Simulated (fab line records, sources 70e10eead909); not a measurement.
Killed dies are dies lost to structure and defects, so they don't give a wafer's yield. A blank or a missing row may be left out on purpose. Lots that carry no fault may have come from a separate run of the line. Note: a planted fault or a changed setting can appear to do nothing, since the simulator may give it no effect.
fab line records | flow nand_harc
record: lots: 11 | wafers: 33 | last_day: 25
route steps=1159 shown P_STI@98 A_BONDPAD@1083 THIN_TSV@1103 END@1159
lots untouched by any fault: they come from a run of this same line in which no faults occurred
start_h: hours from the record's first day to the start of the lot's first wafer shown | wait_h: hours from the lot's prior step to this one | " same as the row above | L1.1+2: a single row standing in for several wafers | - value missing, or start not given | * or withheld: withheld | < > ~ a bound
route shown NAME@n: NAME is a module with steps in the file, n the number in the route of the first one | usual: average and standard deviation across the fault-free wafers | same: alike in all rows | chamber/n: place in a boat | sites: per-site readings | _std_site: the standard deviation of these | _edge_site: inner sites' mean taken away from outer sites' mean | radius_mm: how far each site lies from the wafer's centre | mask NAME#n: copy n | behind: the tool/chamber that last shaped the wafer | hold: why the lot was held/for how many hours/how that ended | device: names the non-switching transistor (n, p or np) | end of line: at the end of the route, the tests of the same wafers | a step with no rows: only its recipe | killed: not the wafer's yield, but the dies lost to structure and defects at the first sort | map: dies across one wafer; x = killed, . = not, _ = none there
set.NAME: the setting as run; set.NAME@STEP: as run at that earlier step | model.NAME: the simulator's own value behind a step, which no gauge read
one table for each step of the route and one row for each wafer, over a sample of lots
services: a tool's chamber out of use, with start hour (start_h, from the record's first day; less than 0 if before it), hours out, and reason
== steps ==
step: NHARC_P_STI_HDPCVD_20
recipe: target_thk_a: withheld | sigma_open_frac: withheld | material: SiO2
lot.wafer  | tool      | chamber | start_h | wait_h
L973.1+3+6 | hdpcvd-01 | 1,1,0   | 48.60   | 0.5
L974.2+3+6 | hdpcvd-01 | 1,0,1   | 49.10   | 1.0
L975.1+4+5 | hdpcvd-01 | 0       | 63.46   | 0.4
L976.1+6+5 | hdpcvd-01 | 1,1,0   | 63.95   | 0.9
L977.1+4+6 | hdpcvd-01 | 1,0,0   | 68.80   | 0.5
L979.2+4+6 | hdpcvd-01 | 1,1,0   | 80.50   | 0.4
L980.1+3+4 | hdpcvd-01 | 1,1,0   | 86.62   | 0.4
L981.1+2+4 | hdpcvd-01 | 1,0,1   | 92.86   | 0.4
L982.1+3+6 | hdpcvd-01 | 0,1,0   | 100.31  | 0.4
L995.2+4+5 | hdpcvd-01 | 1,1,0   | 178.70  | 0.5
L996.1+3+6 | hdpcvd-01 | 0,1,1   | 182.57  | 0.5
step: NHARC_A_BONDPAD_PRE_CLEAN_26
recipe: time_s: 30 | temp_c: 280 | gas: H2/He
usual: heater_power_w: 401/45
lot.wafer | tool           | chamber | start_h | wait_h | heater_power_w
L974.2    | pvd_sputter-02 | -       | -       | -      | 384
L974.3    | "              | -       | "       | "      | 396
L974.6    | "              | -       | "       | "      | 380
L973.1    | pvd_sputter-01 | -       | -       | -      | 467
L973.3    | "              | -       | "       | "      | 392
L973.6    | "              | -       | "       | "      | 462
L975.4    | pvd_sputter-02 | -       | -       | -      | 381
L975.1    | "              | -       | "       | "      | 411
L975.5    | "              | -       | "       | "      | 405
L976.1    | pvd_sputter-01 | -       | -       | -      | 383
L976.5    | "              | -       | "       | "      | 463
L976.6    | "              | -       | "       | "      | 477
L977.1    | pvd_sputter-02 | -       | -       | -      | 414
L977.4    | "              | -       | "       | "      | 448
L977.6    | "              | -       | "       | "      | 385
L980.1    | pvd_sputter-03 | -       | -       | -      | 386
L980.3    | "              | -       | "       | "      | 316
L980.4    | "              | -       | "       | "      | 430
L979.4    | pvd_sputter-02 | -       | -       | -      | 446
L979.2    | "              | -       | "       | "      | 415
L979.6    | "              | -       | "       | "      | 454
L981.1    | pvd_sputter-02 | -       | -       | -      | 364
L981.4    | "              | -       | "       | "      | 386
L981.2    | "              | -       | "       | "      | 450
L982.3    | pvd_sputter-03 | -       | -       | -      | 318
L982.1    | "              | -       | "       | "      | 382
L982.6    | "              | -       | "       | "      | 316
L995.2    | pvd_sputter-02 | -       | -       | -      | 391
L995.4    | "              | -       | "       | "      | 370
L995.5    | "              | -       | "       | "      | 415
L996.3    | pvd_sputter-02 | -       | -       | -      | 416
L996.1    | "              | -       | "       | "      | 391
L996.6    | "              | -       | "       | "      | 438
step: NHARC_THIN_TSV_THK_MEAS_02
recipe: thk_meas_gauge: ir
usual: thk_nm: 2957/210
lot.wafer | tool          | chamber | start_h | wait_h | thk_nm
L974.2    | film_metro-02 | -       | 493.18  | -      | 2535
L974.3    | "             | -       | "       | "      | 2626
L974.6    | "             | -       | "       | "      | 2536
L973.1    | film_metro-01 | -       | 494.38  | -      | 3248
L973.3    | "             | -       | "       | "      | 3155
L973.6    | "             | -       | "       | "      | 3037
L975.1    | film_metro-01 | -       | 495.62  | -      | 2894
L975.4    | "             | -       | "       | "      | 2914
L975.5    | "             | -       | "       | "      | 3300
L976.1    | film_metro-01 | -       | 496.76  | -      | 2807
L976.5    | "             | -       | "       | "      | 2535
L976.6    | "             | -       | "       | "      | 3091
L977.1    | film_metro-01 | -       | 499.17  | -      | 2677
L977.4    | "             | -       | "       | "      | 2708
L977.6    | "             | -       | "       | "      | 2644
L980.1    | film_metro-02 | -       | 500.34  | -      | 3367
L980.3    | "             | -       | "       | "      | 3044
L980.4    | "             | -       | "       | "      | 3047
L979.2    | film_metro-02 | -       | 501.55  | -      | 2791
L979.4    | "             | -       | "       | "      | 2700
L979.6    | "             | -       | "       | "      | 2584
L981.1    | film_metro-01 | -       | 505.17  | -      | 3230
L981.2    | "             | -       | "       | "      | 3484
L981.4    | "             | -       | "       | "      | 3247
L982.1    | film_metro-01 | -       | 506.37  | -      | 3108
L982.3    | "             | -       | "       | "      | 3134
L982.6    | "             | -       | "       | "      | 3170
L995.2    | film_metro-01 | -       | 549.18  | -      | 2934
L995.4    | "             | -       | "       | "      | 3065
L995.5    | "             | -       | "       | "      | 2976
L996.1    | film_metro-02 | -       | 565.13  | -      | 3183
L996.3    | "             | -       | "       | "      | 2823
L996.6    | "             | -       | "       | "      | 3015
step: NHARC_THIN_TSV_PVD_51
recipe: target_thk_a: 1000 | chamber_pressure_pa: 5 | material: Cu
usual: throttle_valve_pct: 30.0/1
lot.wafer | tool           | chamber | start_h | wait_h | throttle_valve_pct
L974.2    | pvd_sputter-02 | -       | -       | -      | 29.2
L974.3    | "              | -       | "       | "      | 30.4
L974.6    | "              | -       | "       | "      | 29.1
L973.3    | pvd_sputter-02 | -       | -       | -      | 30.4
L973.1    | "              | -       | "       | "      | 31.3
L973.6    | "              | -       | "       | "      | 30.0
L975.4    | pvd_sputter-02 | -       | -       | -      | 31.5
L975.1    | "              | -       | "       | "      | 30.3
L975.5    | "              | -       | "       | "      | 28.8
L976.1    | pvd_sputter-02 | -       | -       | -      | 31.4
L976.6    | "              | -       | "       | "      | 30.2
L976.5    | "              | -       | "       | "      | 29.3
L977.4    | pvd_sputter-02 | -       | -       | -      | 29.2
L977.1    | "              | -       | "       | "      | 31.4
L977.6    | "              | -       | "       | "      | 29.1
L980.4    | pvd_sputter-02 | -       | -       | -      | 31.2
L980.3    | "              | -       | "       | "      | 31.3
L980.1    | "              | -       | "       | "      | 30.4
L979.2    | pvd_sputter-02 | -       | -       | -      | 30.5
L979.4    | "              | -       | "       | "      | 29.3
L979.6    | "              | -       | "       | "      | 31.4
L981.1    | pvd_sputter-03 | -       | -       | -      | 29.4
L981.4    | "              | -       | "       | "      | 30.0
L981.2    | "              | -       | "       | "      | 28.0
L982.3    | pvd_sputter-03 | -       | -       | -      | 27.9
L982.1    | "              | -       | "       | "      | 29.7
L982.6    | "              | -       | "       | "      | 30.2
L995.4    | pvd_sputter-01 | -       | -       | -      | 30.7
L995.2    | "              | -       | "       | "      | 29.9
L995.5    | "              | -       | "       | "      | 30.5
L996.3    | pvd_sputter-01 | -       | -       | -      | 30.4
L996.1    | "              | -       | "       | "      | 30.1
L996.6    | "              | -       | "       | "      | 30.1
step: NHARC_END_SORT_01
recipe: temp_c: 25
usual: killed_at_array: 26/11 | killed_at_other: 0.4/0.78 | killed_at_periphery: 3.4/2.4 | killed_dies: 29/11 | killed_open: 3.1/1.9 | killed_short: 1.9/1.4
same: gross_dies: 677
lot.wafer | tool      | chamber | start_h | wait_h | killed_at_array | killed_at_other | killed_at_periphery | killed_dies | killed_open | killed_short
L973.1    | prober-02 | 0       | 521.01  | 2.5    | 27              | 0               | 3                   | 30          | 4           | 2
L973.3    | prober-02 | 0       | 522.61  | 3.1    | 17              | 0               | 2                   | 19          | 3           | 2
L973.6    | prober-02 | 0       | 525.00  | 4.0    | 27              | 0               | 2                   | 29          | 4           | 3
L980.1    | prober-02 | 0       | 536.69  | 2.5    | 28              | 0               | 2                   | 30          | 3           | 3
L980.3    | prober-02 | 0       | 538.32  | 3.1    | 39              | 0               | 0                   | 39          | 5           | 1
L980.4    | prober-02 | 0       | 539.13  | 3.4    | 18              | 0               | 85                  | 103         | 1           | 0
L979.2    | prober-02 | 0       | 545.40  | 2.8    | 12              | 1               | 2                   | 15          | 1           | 0
L979.4    | prober-02 | 0       | 547.01  | 3.4    | 21              | 0               | 2                   | 23          | 3           | 2
L979.6    | prober-02 | 0       | 548.63  | 4.0    | 14              | 0               | 85                  | 99          | 1           | 1
L981.1    | prober-02 | 0       | 552.42  | 2.5    | 43              | 0               | 1                   | 44          | 6           | 0
L981.2    | prober-02 | 0       | 553.21  | 2.8    | 25              | 0               | 93                  | 118         | 2           | 1
L981.4    | prober-02 | 0       | 554.79  | 3.4    | 45              | 1               | 11                  | 57          | 3           | 2
L982.1    | prober-02 | 0       | 560.14  | 2.5    | 15              | 0               | 86                  | 101         | 2           | 4
L982.3    | prober-02 | 0       | 561.75  | 3.1    | 14              | 0               | 3                   | 17          | 4           | 1
L982.6    | prober-02 | 0       | 564.15  | 4.0    | 10              | 1               | 91                  | 102         | 1           | 0
killed by level:class
L973.1 A_SLIT:chamber_film_flake=12 A_SGD_CUT:chamber_film_flake=3 A_ONON_D1:geometric_particle:open=2 P_ZERO_WELL:chamber_film_flake=2 A_STAIRCASE:chamber_film_flake=2 A_SGD_CUT:geometric_particle:short=1 A_CONTACT:geometric_particle:open=1 A_BLC:geometric_particle:open=1
L973.3 A_SLIT:chamber_film_flake=4 A_CHANNEL_HOLE_D1:chamber_film_flake=3 A_SGD_CUT:chamber_film_flake=3 A_STAIRCASE:chamber_film_flake=2 P_CONTACT:geometric_particle:short=1 A_CHANNEL_FILL_D1:geometric_particle:open=1 A_CONTACT:geometric_particle:open=1 A_BLC:geometric_particle:open=1
L973.6 A_STAIRCASE:chamber_film_flake=6 A_CHANNEL_HOLE_D1:chamber_film_flake=5 A_SGD_CUT:chamber_film_flake=3 A_SLIT:chamber_film_flake=3 A_CONTACT:chamber_film_flake=3 A_CHANNEL_FILL_D1:geometric_particle:short=2 A_CONTACT:geometric_particle:open=2 P_GATE:geometric_particle:open=1
L980.1 A_CHANNEL_HOLE_D1:chamber_film_flake=14 A_SLIT:chamber_film_flake=5 A_STAIRCASE:chamber_film_flake=3 P_CONTACT:geometric_particle:open=1 P_CONTACT:geometric_particle:short=1 A_CHANNEL_FILL_D1:geometric_particle:short=1 A_CONTACT:geometric_particle:open=1 A_M0:geometric_particle:short=1
L980.3 A_CHANNEL_HOLE_D1:chamber_film_flake=19 A_SLIT:chamber_film_flake=9 A_WL_FILL:chamber_film_flake=3 A_STAIRCASE:chamber_film_flake=2 A_CHANNEL_HOLE_D1:geometric_particle:open=1 A_WL_FILL:geometric_particle:open=1 A_WL_FILL:geometric_particle:short=1 A_CONTACT:geometric_particle:open=1
L980.4 P_STI:unspecified=84 A_CHANNEL_HOLE_D1:chamber_film_flake=7 A_STAIRCASE:chamber_film_flake=4 A_WL_FILL:chamber_film_flake=3 A_SLIT:chamber_film_flake=3 A_SGD_CUT:geometric_particle:open=1 P_ZERO_WELL:chamber_film_flake=1
L979.2 A_STAIRCASE:chamber_film_flake=7 A_CONTACT:chamber_film_flake=3 P_STI:chamber_film_flake=2 A_CONTACT:geometric_particle:open=1 A_CHANNEL_HOLE_D1:chamber_film_flake=1 THIN_TSV:chamber_film_flake=1
L979.4 A_STAIRCASE:chamber_film_flake=7 A_CHANNEL_HOLE_D1:chamber_film_flake=4 A_CONTACT:chamber_film_flake=3 P_STI:chamber_film_flake=2 A_ONON_D1:geometric_particle:open=1 A_CHANNEL_FILL_D1:geometric_particle:open=1 A_SGD_CUT:geometric_particle:short=1 A_CONTACT:geometric_particle:short=1
L979.6 P_STI:unspecified=84 A_STAIRCASE:chamber_film_flake=5 A_CHANNEL_HOLE_D1:chamber_film_flake=4 A_CONTACT:chamber_film_flake=3 A_CHANNEL_FILL_D1:geometric_particle:short=1 A_CONTACT:geometric_particle:open=1 P_ZERO_WELL:chamber_film_flake=1
L981.1 A_CHANNEL_HOLE_D1:chamber_film_flake=22 A_SLIT:chamber_film_flake=9 A_STAIRCASE:chamber_film_flake=5 A_CONTACT:geometric_particle:open=3 A_CONTACT:chamber_film_flake=2 P_CONTACT:geometric_particle:open=1 A_CHANNEL_FILL_D1:geometric_particle:open=1 A_M0:geometric_particle:open=1
L981.2 P_STI:unspecified=91 A_CHANNEL_HOLE_D1:chamber_film_flake=13 A_SLIT:chamber_film_flake=4 A_CONTACT:chamber_film_flake=3 A_STAIRCASE:chamber_film_flake=2 P_CONTACT:geometric_particle:open=1 A_CHANNEL_FILL_D1:geometric_particle:short=1 A_SGD_CUT:geometric_particle:open=1
L981.4 A_CHANNEL_HOLE_D1:chamber_film_flake=20 A_SLIT:chamber_film_flake=15 P_ZERO_WELL:chamber_film_flake=6 A_STAIRCASE:chamber_film_flake=4 A_CONTACT:chamber_film_flake=3 P_GATE:chamber_film_flake=2 P_GATE:geometric_particle:short=1 P_CONTACT:geometric_particle:open=1
L982.1 P_STI:unspecified=85 A_CONTACT:chamber_film_flake=5 A_CHANNEL_HOLE_D1:chamber_film_flake=2 P_M1:geometric_particle:short=1 A_ONON_D1:geometric_particle:short=1 A_CHANNEL_HOLE_D1:geometric_particle:open=1 A_CHANNEL_FILL_D1:geometric_particle:short=1 A_M0:geometric_particle:short=1
L982.3 A_CHANNEL_HOLE_D1:chamber_film_flake=4 A_STAIRCASE:chamber_film_flake=2 A_WL_FILL:chamber_film_flake=2 A_CONTACT:chamber_film_flake=2 P_CONTACT:geometric_particle:open=1 A_CHANNEL_HOLE_D1:geometric_particle:short=1 A_SGD_CUT:geometric_particle:open=1 A_CONTACT:geometric_particle:open=1
L982.6 P_STI:unspecified=88 P_ZERO_WELL:chamber_film_flake=3 A_CONTACT:chamber_film_flake=3 A_CHANNEL_HOLE_D1:chamber_film_flake=2 A_STAIRCASE:chamber_film_flake=2 A_SOURCE_PLATE:geometric_particle:open=1 A_SLIT:chamber_film_flake=1 A_BLC:chamber_film_flake=1
== services ==
tool           | chamber | start_h | hours | kind
pvd_sputter-02 | -       | 36.00   | 10.0  | pm
pvd_sputter-02 | -       | 50.60   | 4.6   | repair
pvd_sputter-01 | -       | 66.94   | 4.0   | repair
pvd_sputter-01 | -       | 82.04   | 0.5   | repair
hdpcvd-01      | -       | 111.00  | 13.0  | pm
pvd_sputter-03 | -       | 140.79  | 10.0  | pm
pvd_sputter-02 | -       | 142.52  | 9.4   | repair
pvd_sputter-01 | -       | 158.00  | 10.0  | pm
pvd_sputter-02 | -       | 214.00  | 10.0  | pm
pvd_sputter-02 | -       | 250.14  | 2.0   | repair
pvd_sputter-02 | -       | 264.23  | 1.5   | repair
pvd_sputter-01 | -       | 268.12  | 9.5   | repair
pvd_sputter-03 | -       | 268.85  | 1.5   | repair
hdpcvd-01      | -       | 292.00  | 13.0  | pm
pvd_sputter-03 | -       | 318.79  | 10.0  | pm
pvd_sputter-01 | -       | 336.00  | 10.0  | pm
pvd_sputter-03 | -       | 359.64  | 1.1   | repair
pvd_sputter-03 | -       | 374.65  | 0.7   | repair
pvd_sputter-03 | -       | 379.81  | 7.0   | repair
pvd_sputter-02 | -       | 392.00  | 10.0  | pm
pvd_sputter-01 | -       | 408.67  | 0.8   | repair
hdpcvd-01      | -       | 473.00  | 13.0  | pm
pvd_sputter-02 | -       | 522.09  | 1.1   | repair
pvd_sputter-02 | -       | 559.11  | 4.2   | repair
== key ==
first_sign: step: NHARC_END_SORT_01 | reading: killed_at_periphery | direction: up | sigmas: 35 | usual: 3.4 | struck: 88
effect: step: NHARC_END_SORT_01 | reading: killed_dies | direction: up | sigmas: 6.9 | usual: 29 | struck: 105
more_kills_born_at: NHARC_P_STI_HDPCVD_20@hdpcvd-01: 432
met_at NHARC_P_STI_HDPCVD_20
struck_lots L979,L980,L981,L982
struck_wafers L979.6,L980.4,L981.2,L982.1,L982.6
tester_left_out L979,L980,L981,L982
not_acting_at NHARC_A_BONDPAD_PRE_CLEAN_26,NHARC_THIN_TSV_THK_MEAS_02,NHARC_THIN_TSV_PVD_51
onset_between 68.80 80.50
fault: kind: chamber_particle_source | tool: hdpcvd-01 | chamber: 0 | onset_h: 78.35 | steps: NHARC_P_STI_HDPCVD_20 | rate_per_visit_cm2: 2.2076 | end_h: 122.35
tester_left_out: of these lots the tester's yield and bins aren't shown, on N5 and GAA mostly nor the transistor test; their killed dies are dies lost to structure and defects alone, not to doping, threshold or leakage, so they don't give the yield
